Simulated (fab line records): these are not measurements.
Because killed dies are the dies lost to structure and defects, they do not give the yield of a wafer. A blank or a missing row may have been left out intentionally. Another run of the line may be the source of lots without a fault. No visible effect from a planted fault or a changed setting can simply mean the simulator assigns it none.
Matching of chambers | flow n5Finfet | N5_BEOL_M13_ETCH_59 on rieDiel-06: 4 sister chambers
The step etches BARC in N2/H2, target depth 89 nm, overetch 26.7 nm, time 67.9 s. 8 wafers are shown with their chamber, then 7 later ones without.

## WAFERS, EACH WITH ITS CHAMBER
wafer  | chamber | drypumpMotorCurrentA (A) | showerheadPlenumPTorr (Torr)
L075.2 | 1       | 5.29                     | 2.50
L075.3 | 3       | 5.90                     | 2.67
L087.5 | 0       | 5.75                     | 2.50
L087.6 | 3       | 5.89                     | 2.66
L089.3 | 1       | 5.30                     | 2.50
L089.4 | 0       | 5.81                     | 2.50
L090.3 | 2       | 5.45                     | 2.63
L090.5 | 2       | 5.45                     | 2.63

## WAFERS WITH NO CHAMBER GIVEN
wafer  | drypumpMotorCurrentA (A) | showerheadPlenumPTorr (Torr)
L090.6 | 5.81                     | 2.50
L093.1 | 5.80                     | 2.50
L093.4 | 5.90                     | 2.66
L093.6 | 5.43                     | 2.62
L096.1 | 5.33                     | 2.49
L096.4 | 5.79                     | 2.50
L096.6 | 5.31                     | 2.49

## THE CHAMBER EACH PASSED THROUGH
wafer  | from the rows above | in truth
L090.6 | 0                   | 0
L093.1 | 0                   | 0
L093.4 | 3                   | 3
L093.6 | 2                   | 2
L096.1 | 1                   | 1
L096.4 | 0                   | 0
L096.6 | 1                   | 1
Correct placement for 7 of the 7. Number that these rows cannot place: 0. Wrongly placed: 0.
How it was worked out, from the rows above alone: a wafer's distance from a chamber is the root of the sum, over the readings, of the square of ((its reading less the chamber's mean) divided by the reading's scatter). If the next closest chamber is less than 2 further off than the closest, the wafer can't be placed; otherwise it belongs to the closest. A chamber's mean is the mean of its shown wafers. The scatter: the root of (the sum of the squares of (reading less its chamber's mean) over the shown wafers, divided by (wafers less chambers)).
